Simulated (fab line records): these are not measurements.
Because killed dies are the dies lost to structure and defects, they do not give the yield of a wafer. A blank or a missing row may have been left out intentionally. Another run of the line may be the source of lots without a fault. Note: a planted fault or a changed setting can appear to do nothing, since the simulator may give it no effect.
Comparing a struck lot with a sound one -- flow n5Finfet -- 16 steps out of a route of 1938
Sound: wafers L669.2, L669.4, L669.5. Struck: wafer L683.5. (L683.3, L683.6 of the same lot were not struck and are left out.) The cause comes at the end.
Order at every step that has rows: each side's tool, ch and its chambers, its first start. Under that, the readings that differ: sound wafers -- struck wafers -- difference of the means -- sigmas: that difference in standard deviations of wafers without a fault.
alike: same words and numbers on both sides, and readings whose means sit less than 2 such deviations apart. not compared: any withheld reading, any reading some wafer has no value for, any bound like >300 that may hide the same value, and any number with overlapping values for which the record gives no deviation.
The two part at a step that has a row with sigmas, a row that says differs or no value, or rows on one side only. Numbers that have no deviation but don't overlap get no sigmas and don't part them. A reading missing from all wafers of one side parts the sides only when that side holds two or more wafers.

N5_BEOL_M3_STRIP_36: strips in N2/H2.
  sound on rieDiel-06 ch 1,3, day 8 23:53; struck on rieDiel-06 ch 2, day 12 22:27
reading,sound,struck,difference,sigmas
powerW (W),452.6 450.2 451.8,448.3,-3.2,-2
showerheadPlenumPTorr (Torr),2.36 2.49 2.36,2.69,+0.29,+3
  alike: biasPowerW, drypumpMotorCurrentA, oesProductAu, rfVppV, throttleValvePct
  not compared: rfHoursCounterH
N5_BEOL_M3_TRENCH_ETCH_37: etches SiOC in C4F6/O2, target depth 55.555 nm, time 29.2 s.
  sound on rieDiel-06 ch 1,3; struck on rieDiel-06 ch 2
reading,sound,struck,difference,sigmas
showerheadPlenumPTorr (Torr),2.63 2.80 2.63,3.00,+0.31,+3
  alike: drypumpMotorCurrentA, mfcArSccm, oesProductAu, rfVppV, throttleValvePct
  not compared: rfHoursCounterH
then, 1 step without rows for these wafers: N5_BEOL_M3_ETCH_41 (etches SiCN in CH3F/O2, target depth 29.9 nm, time 52.5 s).
N5_BEOL_M3_STRIP_97: strips in N2/H2, time 10 s.
  sound on rieDiel-06 ch 1,3; struck on rieDiel-06 ch 2
reading,sound,struck,difference,sigmas
drypumpMotorCurrentA (A),5.6 6.2 5.6,4.8,-1.0,-2
showerheadPlenumPTorr (Torr),2.36 2.49 2.36,2.69,+0.29,+3
  alike: biasPowerW, oesProductAu, rfVppV, throttleValvePct
  not compared: rfHoursCounterH
N5_BEOL_M3_OCD_MEAS_38:
  struck on ocd-01, day 12 22:38; sound on ocd-02, day 9 00:05
  alike: trenchDepthNm
then, 4 steps without rows for these wafers: N5_BEOL_M3_HM_STRIP_39 (strips TiN in peroxide tin strip, target depth 25 nm, time 158 s); N5_BEOL_M3_SRD_40 (time 30 s); N5_BEOL_M3_PRECLEAN_42 (cleans in residue remover, time 60 s); N5_BEOL_M3_SRD_43 (time 30 s).
N5_BEOL_M3_CD_MEAS_35: target cd 18 nm, target cd y 21 nm.
  struck on cdSem-02, day 12 22:48; sound on cdSem-03, day 9 00:14
  alike: cdNm
N5_BEOL_M3_DEGAS_44: time 60 s.
  struck on pvdSputter-01, day 12 23:20; sound on pvdSputter-02, day 9 01:32
  alike: heaterPowerW
N5_BEOL_M3_PRE_CLEAN_45: time 30 s.
  struck on pvdSputter-01, day 12 23:22; sound on pvdSputter-02, day 9 01:35
  alike: heaterPowerW
N5_BEOL_M3_ALD_84: deposits TaN, pulse time 2 s, purge time 3 s, co reactant purge time 2 s.
  sound on aldMetal-01 ch 0,1,3, day 9 01:38; struck on aldMetal-04 ch 2, day 12 23:26
reading,sound,struck,difference,sigmas
aldCycles,30 30 30,32,+2,
  alike: heaterPowerW, precursorVesselCarrierSccm
then, 1 step without rows for these wafers: N5_BEOL_M3_SURFACE_TREAT_85.
N5_BEOL_M4_RC_MEAS_101:
  sound on prober-01 ch 0, day 9 22:20; struck on prober-01 ch 0, day 13 15:34
  alike: DIBL_N, DIBL_P, IOFF_N, IOFF_P, ION_N, ION_P, SS_N, SS_P, VT_N, VT_P
-- record jumps: 5 days separate the struck wafers' starts on either side; left off in module BEOL_M4, taken up again in module PASSIVATION, whose first shown step is the route's number 1936 --
N5_PASSIVATION_PROBE_49:
  struck on prober-02, day 18 06:40; sound on prober-02, day 14 16:32
  alike: defectLimitedYield, killed_at_M0_to_M3, killed_at_M4_up, killedAtContacts, killedAtFrontEnd, killedAtOther, killedDies, killedOpen, killedShort, sort_bin_5_function, sort_bin_6_memory, sort_bin_8_speed, sortNPass, sortYieldPct

WHERE THEY PART
First at N5_BEOL_M3_STRIP_36; last, within this record, at N5_BEOL_M3_STRIP_97. Later steps at which nothing parts them and some readings are alike: N5_BEOL_M3_OCD_MEAS_38, N5_BEOL_M3_CD_MEAS_35, N5_BEOL_M3_DEGAS_44, N5_BEOL_M3_PRE_CLEAN_45, N5_BEOL_M3_ALD_84, N5_BEOL_M4_RC_MEAS_101, N5_PASSIVATION_PROBE_49.

WHY: what the simulator had put in
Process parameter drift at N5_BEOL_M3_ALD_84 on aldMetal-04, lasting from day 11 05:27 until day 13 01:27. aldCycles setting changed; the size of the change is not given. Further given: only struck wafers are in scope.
